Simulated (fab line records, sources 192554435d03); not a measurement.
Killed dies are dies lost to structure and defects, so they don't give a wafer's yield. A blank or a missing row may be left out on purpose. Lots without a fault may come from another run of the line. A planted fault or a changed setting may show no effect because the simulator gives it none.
fab line records | flow n5_finfet
record lots=5 wafers=15 last_day=17
route steps=1938 shown BEOL_M4@1076 BEOL_M5@1112 PASSIVATION@1936
lots that met no fault: from a run of the same line without faults
start_h: hours from the record's first day to the start of the lot's first wafer shown | wait_h: hours since the lot's step before | " the same as in the row above | L1.1+2: a row that stands for several wafers | - no value, or no start given | * or withheld: withheld | < > ~ a bound
route shown NAME@n: a module of which the file shows steps, and the number in the route of the first | usual: mean/standard deviation of fault-free wafers | same: alike in all rows | chamber/n: place in a boat | sites: the reading at each site | _std_site: their standard deviation | _edge_site: outer sites' mean less inner sites' | radius_mm: how far each site lies from the wafer's centre | mask NAME#n: copy n | behind: the tool/chamber that last shaped the wafer | hold: why the lot was held/for how many hours/how that ended | device: the transistor (n, p or np) that didn't switch | end of line: the same wafers' tests at the end of the route | a step without rows: its recipe alone | killed: dies lost to structure and defects at the first sort, not the wafer's yield | map: a wafer's dies, x killed, . not, _ none there
set.NAME: the setting as run; set.NAME@STEP: as run at that earlier step | model.NAME: the simulator's own value behind a step, which no gauge read
lots at some steps of the route; a table a step, a row a wafer
services: from which hour (start_h, from the record's first day; less than 0 if before it) a tool's chamber was out of use, for how many hours, and why
## steps
# step N5_BEOL_M4_PRECLEAN_42
# recipe chemistry=residue_remover time_s=60 temp_c=40
# step N5_BEOL_M4_SRD_43
# recipe time_s=30 temp_c=23 rinse_liquid=diw dry=ipa_marangoni
# step N5_BEOL_M4_CD_MEAS_35
# recipe target_cd_nm=18 target_cd_y_nm=22.4 polarity=opening
# usual cd_nm=18.1/0.33
# columns lot.wafer tool chamber start_h wait_h cd_nm
L552.3 cd_sem-01 - 174.93 0.0 18.3
L552.4 " - " " 18.1
L552.6 " - " " 18.3
L551.1 cd_sem-01 - 179.56 0.0 18.0
L551.5 " - " " 18.4
L551.6 " - " " 18.4
L558.1 cd_sem-03 - 224.01 0.0 18.3
L558.4 " - " " 18.4
L558.6 " - " " 18.4
L569.3 cd_sem-02 - 278.58 0.0 18.1
L569.4 " - " " 18.5
L569.6 " - " " 18.2
L571.2 cd_sem-02 - 288.11 0.0 18.2
L571.4 " - " " 17.9
L571.5 " - " " 18.6
# step N5_BEOL_M4_DEGAS_44
# recipe ambient=vacuum temp_c=250 time_s=60
# step N5_BEOL_M4_PRE_CLEAN_45
# recipe gas=H2/He time_s=30 temp_c=250
# usual heater_power_w=323/37
# columns lot.wafer tool chamber start_h wait_h heater_power_w
L552.3 pvd_sputter-02 - 175.22 0.0 268
L552.4 " - " " 351
L552.6 " - " " 378
L551.1 pvd_sputter-01 - 179.84 0.0 316
L551.5 " - " " 337
L551.6 " - " " 317
L558.1 pvd_sputter-03 - 224.52 0.0 345
L558.4 " - " " 275
L558.6 " - " " 272
L569.3 pvd_sputter-02 - 278.76 0.0 286
L569.4 " - " " 357
L569.6 " - " " 357
L571.2 pvd_sputter-02 - 288.24 0.0 375
L571.4 " - " " 267
L571.5 " - " " 272
# step N5_BEOL_M4_ALD_84
# recipe material=TaN target_thk_a=* temp_c=275 ald_precursor_family=PDMAT ald_co_reactant=NH3 pressure_torr=3 carrier_flow_sccm=1500 pulse_time_s=2 purge_time_s=3 co_reactant_purge_time_s=2 co_reactant_pulse_time_s=3 ald_cycles=30 precursor_vessel_temp_c=75 precursor_vessel_pressure_torr=26.25 precursor_vessel_carrier_sccm=1000
# step N5_BEOL_M4_SURFACE_TREAT_85
# recipe gas=Ar time_s=* ion_energy_ev=* ion_current_ma_cm2=0.5 pressure_mtorr=* ar_flow_sccm=30
# step N5_BEOL_M4_CVD_47
# recipe material=Co target_thk_a=30 temp_c=withheld precursor=CCTBA/H2 pressure_torr=30 time_s=223.8
# step N5_BEOL_M4_SPUTTER_48
# recipe material=Cu target_thk_a=45 temp_c=-20 chamber_pressure_pa=0.07 power_w=withheld time_s=8.29
# step N5_BEOL_M4_ANNEAL_49
# recipe temp_c=400 time_s=240 ambient=vacuum
# step N5_BEOL_M4_SPUTTER_79
# recipe material=Cu target_thk_a=45 temp_c=-20 chamber_pressure_pa=0.07 power_w=withheld time_s=8.29
# step N5_BEOL_M4_ANNEAL_80
# recipe temp_c=400 time_s=240 ambient=vacuum
# usual heater_power_w=805/97
# columns lot.wafer tool chamber start_h wait_h heater_power_w
L552.3 pvd_sputter-03 - 176.39 0.0 679
L552.4 " - " " 712
L552.6 " - " " 688
L551.1 pvd_sputter-01 - 181.27 0.0 791
L551.5 " - " " 791
L551.6 " - " " 816
L558.1 pvd_sputter-03 - 225.38 0.0 967
L558.4 " - " " 697
L558.6 " - " " 667
L569.3 pvd_sputter-02 - 281.67 0.0 955
L569.4 " - " " 887
L569.6 " - " " 891
L571.2 pvd_sputter-02 - 290.84 0.0 881
L571.4 " - " " 684
L571.5 " - " " 736
# step N5_BEOL_M4_SPUTTER_81
# recipe material=Cu target_thk_a=45 temp_c=-20 chamber_pressure_pa=0.07 power_w=withheld time_s=8.29
# usual substrate_temp_c=-20.00/0.1 throttle_valve_pct=30.1/0.64
# columns lot.wafer tool chamber start_h wait_h substrate_temp_c throttle_valve_pct
L552.3 pvd_sputter-03 - 176.53 0.1 -20.01 30.1
L552.4 " - " " -20.02 30.6
L552.6 " - " " -19.81 30.0
L551.1 pvd_sputter-01 - 181.43 0.1 -20.04 29.5
L551.5 " - " " -20.14 29.4
L551.6 " - " " -19.93 30.6
L558.1 pvd_sputter-03 - 225.52 0.1 -19.93 30.7
L558.4 " - " " -20.03 30.7
L558.6 " - " " -19.87 30.1
L569.3 pvd_sputter-02 - 281.81 0.1 -20.03 28.9
L569.4 " - " " -19.85 30.2
L569.6 " - " " -19.86 30.3
L571.2 pvd_sputter-02 - 290.98 0.1 -20.12 30.3
L571.4 " - " " -19.93 30.2
L571.5 " - " " -19.92 31.0
# step N5_BEOL_M4_ANNEAL_82
# recipe temp_c=400 time_s=240 ambient=vacuum
# usual heater_power_w=806/99
# columns lot.wafer tool chamber start_h wait_h heater_power_w
L552.3 pvd_sputter-03 - 176.61 0.0 658
L552.4 " - " " 682
L552.6 " - " " 683
L551.1 pvd_sputter-01 - 181.51 0.0 811
L551.5 " - " " 804
L551.6 " - " " 802
L558.1 pvd_sputter-03 - 225.60 0.0 948
L558.4 " - " " 694
L558.6 " - " " 687
L569.3 pvd_sputter-02 - 281.89 0.0 933
L569.4 " - " " 888
L569.6 " - " " 883
L571.2 pvd_sputter-02 - 291.06 0.0 869
L571.4 " - " " 666
L571.5 " - " " 730
# step N5_BEOL_M4_SPUTTER_86
# recipe material=Cu target_thk_a=45 temp_c=-20 chamber_pressure_pa=0.07 power_w=withheld time_s=8.29
# step N5_BEOL_M4_ANNEAL_87
# recipe temp_c=400 time_s=240 ambient=vacuum
# step N5_BEOL_M4_SPUTTER_88
# recipe material=Cu target_thk_a=45 temp_c=-20 chamber_pressure_pa=0.07 power_w=withheld time_s=8.29
# step N5_BEOL_M4_ANNEAL_89
# recipe temp_c=400 time_s=240 ambient=vacuum
# step N5_BEOL_M4_SPUTTER_90
# recipe material=Cu target_thk_a=45 temp_c=-20 chamber_pressure_pa=0.07 power_w=withheld time_s=8.29
# step N5_BEOL_M4_ANNEAL_91
# recipe temp_c=400 time_s=240 ambient=vacuum
# step N5_BEOL_M4_SPUTTER_92
# recipe material=Cu target_thk_a=45 temp_c=-20 chamber_pressure_pa=0.07 power_w=withheld time_s=8.29
# step N5_BEOL_M4_ANNEAL_93
# recipe temp_c=400 time_s=240 ambient=vacuum
# step N5_BEOL_M4_SPUTTER_94
# recipe material=Cu target_thk_a=45 temp_c=-20 chamber_pressure_pa=0.07 power_w=withheld time_s=8.29
# usual substrate_temp_c=-19.97/0.097 throttle_valve_pct=30.1/0.64
# columns lot.wafer tool chamber start_h wait_h substrate_temp_c throttle_valve_pct
L552.3 pvd_sputter-03 - 177.63 0.1 -19.91 30.1
L552.4 " - " " -20.09 31.0
L552.6 " - " " -19.85 30.1
L551.1 pvd_sputter-01 - 182.53 0.1 -19.88 29.6
L551.5 " - " " -19.92 29.4
L551.6 " - " " -19.89 30.8
L558.1 pvd_sputter-03 - 226.62 0.1 -19.97 31.0
L558.4 " - " " -20.01 30.6
L558.6 " - " " -19.93 30.3
L569.3 pvd_sputter-02 - 282.91 0.1 -20.03 29.4
L569.4 " - " " -19.94 30.2
L569.6 " - " " -19.79 30.0
L571.2 pvd_sputter-02 - 292.08 0.1 -19.95 30.0
L571.4 " - " " -19.94 30.1
L571.5 " - " " -20.04 30.9
# step N5_BEOL_M4_ANNEAL_95
# recipe temp_c=400 time_s=240 ambient=vacuum
# step N5_BEOL_M4_SPUTTER_96
# recipe material=Cu target_thk_a=45 temp_c=-20 chamber_pressure_pa=0.07 power_w=withheld time_s=8.29
# step N5_BEOL_M4_ECD_50
# recipe material=Cu target_thk_a=3000
# step N5_BEOL_M4_ANNEAL_51
# recipe temp_c=225 time_s=90 ambient=N2
# step N5_BEOL_M4_CMP_52
# recipe stop_on=SiOC t_overpolish_s=6.8 down_force_psi=1 platen_rpm=50 clearing_platen_down_force_psi=1.5 clearing_platen_rpm=50 post_cmp_clean=cu_alkaline target_thk_nm=40 clearing_platen_pad_velocity_m_s=0.99484 pad_velocity_m_s=0.99484
# step N5_BEOL_M4_PRE_CLEAN_60
# recipe gas=NH3/H2 time_s=15 temp_c=* rf_power_w=300
# step N5_BEOL_M4_CO_CAP_55
# recipe material=Co target_thk_a=20 temp_c=200 precursor=CCTBA/H2 pressure_torr=30 time_s=102.1
# step N5_BEOL_M4_PRE_CLEAN_56
# recipe gas=NH3 time_s=15 temp_c=withheld rf_power_w=300
# step N5_BEOL_M4_DEP_57
# recipe material=SiCN target_thk_a=80 temp_c=withheld precursor=3MS/NH3 pressure_torr=3 rf_w=202 time_s=14
# step N5_BEOL_M4_RS_MEAS_58
# recipe thk_meas_gauge=four-point-probe reads=Co_of_BEOL_M4_CO_CAP_55+Cu_of_BEOL_M4_ECD_50+Co_of_BEOL_M4_CVD_47+TaN_of_BEOL_M4_ALD_84
# usual M4_RS=0.67/0.034
# columns lot.wafer tool chamber start_h wait_h M4_RS[ohm/sq]
L552.3 film_metro-02 - 178.90 0.1 0.68
L552.4 " - " " 0.67
L552.6 " - " " 0.71
L551.1 film_metro-02 - 183.92 0.0 0.64
L551.5 " - " " 0.64
L551.6 " - " " 0.63
L558.1 film_metro-02 - 227.92 0.1 0.64
L558.4 " - " " 0.61
L558.6 " - " " 0.63
L569.3 film_metro-01 - 284.19 0.1 0.66
L569.4 " - " " 0.61
L569.6 " - " " 0.66
L571.2 film_metro-02 - 293.35 0.1 0.62
L571.4 " - " " 0.66
L571.5 " - " " 0.60
# step N5_BEOL_M4_RC_MEAS_101
# usual DIBL_N=36.5/1.7 DIBL_P=36.3/2.1 IOFF_N=0.16/0.036 IOFF_P=0.21/0.037 ION_N=676/12 ION_P=462/7.6 SS_N=71.5/0.68 SS_P=73.3/0.63 VT_N=249/3.5 VT_P=-250/3.5
# columns lot.wafer tool chamber start_h wait_h DIBL_N[mV/V] DIBL_P[mV/V] IOFF_N[nA/um] IOFF_P[nA/um] ION_N[uA/um] ION_P[uA/um] SS_N[mV/dec] SS_P[mV/dec] VT_N[mV] VT_P[mV]
L552.3 prober-02 0 179.26 0.3 36.5 37.7 0.16 0.18 678 451 71.6 73.4 252 -253
L552.4 " 0 " " 39.6 40.6 0.20 0.22 686 463 72.3 74.4 246 -253
L552.6 " 0 " " 38.2 39.9 0.20 0.21 687 460 72.0 74.4 248 -253
L551.1 prober-02 0 183.97 0.0 37.3 36.8 0.18 0.22 674 463 71.2 73.4 249 -248
L551.5 " 0 " " 36.3 35.5 0.16 0.21 677 464 71.3 72.6 248 -249
L551.6 " 0 " " 39.0 38.2 0.21 0.24 685 459 71.9 74.2 246 -249
L558.1 prober-01 0 227.97 0.0 39.5 40.1 0.23 0.31 695 473 72.4 75.2 244 -246
L558.4 " 0 " " 35.8 35.5 0.17 0.22 682 466 71.2 73.4 246 -248
L558.6 " 0 " " 34.7 34.3 0.14 0.20 675 463 70.9 73.0 249 -251
L569.3 prober-01 0 284.71 0.5 36.2 35.5 0.14 0.17 675 454 71.0 73.0 253 -256
L569.4 " 0 " " 38.5 38.5 0.17 0.21 672 457 72.2 73.7 250 -253
L569.6 " 0 " " 38.8 38.3 0.19 0.20 680 457 72.1 74.6 249 -255
L571.2 prober-01 0 293.56 0.2 38.9 37.2 0.18 0.22 684 462 72.2 73.6 248 -248
L571.4 " 0 " " 38.2 37.5 0.17 0.22 685 462 71.6 73.3 247 -250
L571.5 " 0 " " 38.9 38.1 0.18 0.22 685 469 72.0 73.5 248 -248
# step N5_BEOL_M5_ILD_DEP_00
# recipe material=SiCOH_lowk target_thk_a=1406.4 temp_c=300 precursor=DEMS/porogen pressure_torr=5 rf_w=500 time_s=25.9
# step N5_BEOL_M5_CURE_79
# recipe temp_c=385 time_s=240 ambient=He/Ar material=SiCOH_lowk
# step N5_BEOL_M5_THK_MEAS_01
# recipe reads=SiCOH_lowk_of_BEOL_M5_ILD_DEP_00
# usual M5_ILD_THK=120.2/1.7
# columns lot.wafer tool chamber start_h wait_h M5_ILD_THK[nm]
L552.3 film_metro-02 - 180.50 0.3 118.8
L552.4 " - " " 120.7
L552.6 " - " " 120.7
L551.1 film_metro-02 - 185.52 0.4 118.9
L551.5 " - " " 121.0
L551.6 " - " " 121.8
L558.1 film_metro-01 - 229.52 0.4 119.7
L558.4 " - " " 122.9
L558.6 " - " " 123.0
L569.3 film_metro-02 - 285.94 0.3 120.3
L569.4 " - " " 122.8
L569.6 " - " " 121.6
L571.2 film_metro-01 - 294.97 0.4 117.1
L571.4 " - " " 118.5
L571.5 " - " " 120.9
# step N5_BEOL_M5_PECVD_70
# recipe material=SiO2 target_thk_a=160 temp_c=400 precursor=TEOS/O2 pressure_torr=5.5 rf_w=450 teos_flow_sccm=53.8 gas=O2 flow_sccm=3000 time_s=18
# step N5_BEOL_M5_HM_DEP_02
# recipe material=TiN target_thk_a=200 temp_c=25 chamber_pressure_pa=0.49996
# usual substrate_temp_c=25.00/0.11 throttle_valve_pct=30.2/0.59
# columns lot.wafer tool chamber start_h wait_h substrate_temp_c throttle_valve_pct
L552.3 pvd_sputter-03 - 181.48 0.9 25.03 30.6
L552.4 " - " " 25.05 30.8
L552.6 " - " " 25.04 30.2
L551.1 pvd_sputter-03 - 188.56 3.0 25.02 30.3
L551.5 " - " " 24.93 28.6
L551.6 " - " " 24.94 30.8
L558.1 pvd_sputter-01 - 230.37 0.8 25.11 30.1
L558.4 " - " " 24.98 30.2
L558.6 " - " " 25.07 29.9
L569.3 pvd_sputter-03 - 287.51 1.5 25.12 30.1
L569.4 " - " " 24.93 30.4
L569.6 " - " " 24.91 30.6
L571.2 pvd_sputter-03 - 296.27 1.2 25.06 30.6
L571.4 " - " " 24.96 30.7
L571.5 " - " " 24.92 28.7
# step N5_BEOL_M5_COAT_59
# recipe resist=SOC temp_c=250 time_s=60 spin_rpm=1500 resist_thk_nm=60
# step N5_PASSIVATION_PROBE_49
# usual defect_limited_yield=91.4/1.5 killed_at_M0_to_M3=34/12 killed_at_M4_up=12/4.9 killed_at_contacts=13/7.2 killed_at_front_end=39/12 killed_at_other=3.7/2.9 killed_dies=101/18 killed_open=67/14 killed_short=33/7.2 sort_bin_5_function=5.1/0.97 sort_bin_6_memory=3.2/0.67 sort_n_pass=1079/17 sort_yield_pct=91.4/1.5
# same gross_dies=1180 killed_at_back_side=0 sort_bin_4_leakage[%]=0 sort_bin_8_speed[%]=0
# columns lot.wafer tool chamber start_h wait_h defect_limited_yield[%] killed_at_M0_to_M3 killed_at_M4_up killed_at_contacts killed_at_front_end killed_at_other killed_dies killed_open killed_short sort_bin_5_function[%] sort_bin_6_memory[%] sort_n_pass sort_yield_pct[%]
L551.1 prober-02 - 283.79 0.0 92.1 27 10 2 48 6 93 63 29 4.7 2.9 1087 92.1
L551.5 prober-02 - 283.99 0.2 91.9 17 5 8 56 9 95 65 29 4.0 3.8 1085 91.9
L551.6 prober-02 - 284.04 0.3 93.1 18 4 9 47 4 82 50 31 3.9 2.7 1098 93.1
L558.4 prober-02 - 329.23 0.2 81.3 24 132 12 50 3 221 65 28 11.9 4.2 959 81.3
# killed by level:class
L551.1 FIN_SAQP:geometric_particle:short=12 BEOL_M3:geometric_particle:open=9 FIN_SAQP:geometric_particle:open=8 BEOL_M2:geometric_particle:open=8 STI_FIN_REVEAL:geometric_particle:open=7 BEOL_M8:geometric_particle:open=5 STI_FIN_REVEAL:geometric_particle:short=5 DUMMY_GATE:geometric_particle:open=5
L551.5 FIN_SAQP:geometric_particle:open=17 STI_FIN_REVEAL:geometric_particle:open=12 MOL_CONTACT_COAG:geometric_particle:open=6 BEOL_M0_SAQP:geometric_particle:short=6 FIN_SAQP:geometric_particle:short=5 BEOL_M0_SAQP:geometric_particle:open=5 PAD_METAL:geometric_particle:open=5 DUMMY_GATE:geometric_particle:open=4
L551.6 FIN_SAQP:geometric_particle:short=9 FIN_SAQP:geometric_particle:open=9 BEOL_M0_SAQP:geometric_particle:short=8 MOL_CONTACT_COAG:geometric_particle:open=7 STI_FIN_REVEAL:geometric_particle:open=6 GATE_CUT:geometric_particle:short=5 GATE_CUT:geometric_particle:open=5 DUMMY_GATE:geometric_particle:open=4
L558.4 BEOL_M4:unspecified=126 FIN_SAQP:geometric_particle:open=11 MOL_CONTACT_COAG:geometric_particle:open=11 BEOL_M2:geometric_particle:open=10 FIN_SAQP:geometric_particle:short=9 STI_FIN_REVEAL:geometric_particle:open=6 DUMMY_GATE:geometric_particle:open=6 STARTING-WAFER:geometric_particle:short=5
# map L558.4 (x killed, . not)
_________________...........x________________
______________.....xx..........._____________
___________.........x.......x......__________
__________................xx........_________
________....xx..x........x.........x.._______
_______......xx..............x.........______
______.....xxxxx..x..x......x..........._____
_____.....xxxxxxxxxx.....................____
____..x..xxxxxxxxxx............x..........___
___..x..xxxxxxxxxxx.x..........xx..........__
___.....xxxxxxxxxxxxx..x...x...............__
__.....xxxxxxxxxxxxxx...x..................._
__x...xxxxxxxxxxxxxxx......................._
_.x.....xxxxxxxxxxxxx.......x................
_...x.xx.xxxxxxxxxxxx.........x..............
_.....xxxxxxxxxxx.x.x....x.x..........x......
_.....x...x..xxxx....x.........x........x....
_.........xxx.x..........................x.x.
_....x....x...x...x.x.....x.....x............
_x.x.x......x..x.....x..........x......x.....
_...............x..................x...x.....
__..x........x.......x..x....x...........x.._
__...............xx...............x....x...._
___...........x......x.....x...............__
___......x..x....x.......................x.__
____...x..................................___
_____......x.........................x...____
______......x........x.................._____
_______..........x.....................______
________........x.x.x.......x.......x._______
__________....xx.......x............_________
___________........................__________
______________..............xx.x_____________
_________________.........x..________________
# map L552.4 (x killed, . not)
_________________......x.....________________
______________..x...x.......x..._____________
___________.x...........x......x...__________
__________.........................._________
________.................x............_______
_______....x.x.........................______
______.................................._____
_____...x.x.....x....x...................____
____.............x...................x....___
___......x..........x.......x...x..........__
___............x....x..........x...xxx.....__
__....x.....x...............x.......x...x..._
__........x...x.......x..................x.x_
_.....x..........x....x.x....................
_.......x.x........x...........x...........x.
_.x..........x........x.................x....
_...x......x........x......x......x.....x....
_..............x.x................x......xx..
_..............x............xxx..............
_..........................x...............x.
_x...x......x...x...x........................
__..............x...........x..x........x..._
__......x................xx...........x....._
___....x....................x..x.......x...__
___.........x................x..........x..__
____.......x.................x.......x....___
_____x.....x......x..x.........x........x____
______......................x.x........._____
_______................................______
________...........x......x..........._______
__________...x......x.........x..x.._________
___________...x.x..................__________
______________....x....x........_____________
_________________............________________
## services
# columns tool chamber start_h hours kind
pvd_sputter-01 - 151.43 3.4 repair
## key
first_sign step=N5_PASSIVATION_PROBE_49 reading=killed_at_M4_up direction=up sigmas=24 usual=12 struck=132
effect step=N5_PASSIVATION_PROBE_49 reading=killed_dies direction=up sigmas=6.8 usual=101 struck=221
more_kills_born_at N5_BEOL_M4_SPUTTER_81@pvd_sputter-03=126
met_at N5_BEOL_M4_SPUTTER_81
struck_wafers L558.4
onset_between 176.53 225.52
fault kind=chamber_particle_source tool=pvd_sputter-03 chamber=- onset_h=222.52 steps=N5_BEOL_M4_SPUTTER_81 rate_per_visit_cm2=0.99454 end_h=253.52 scope=struck_wafers_only
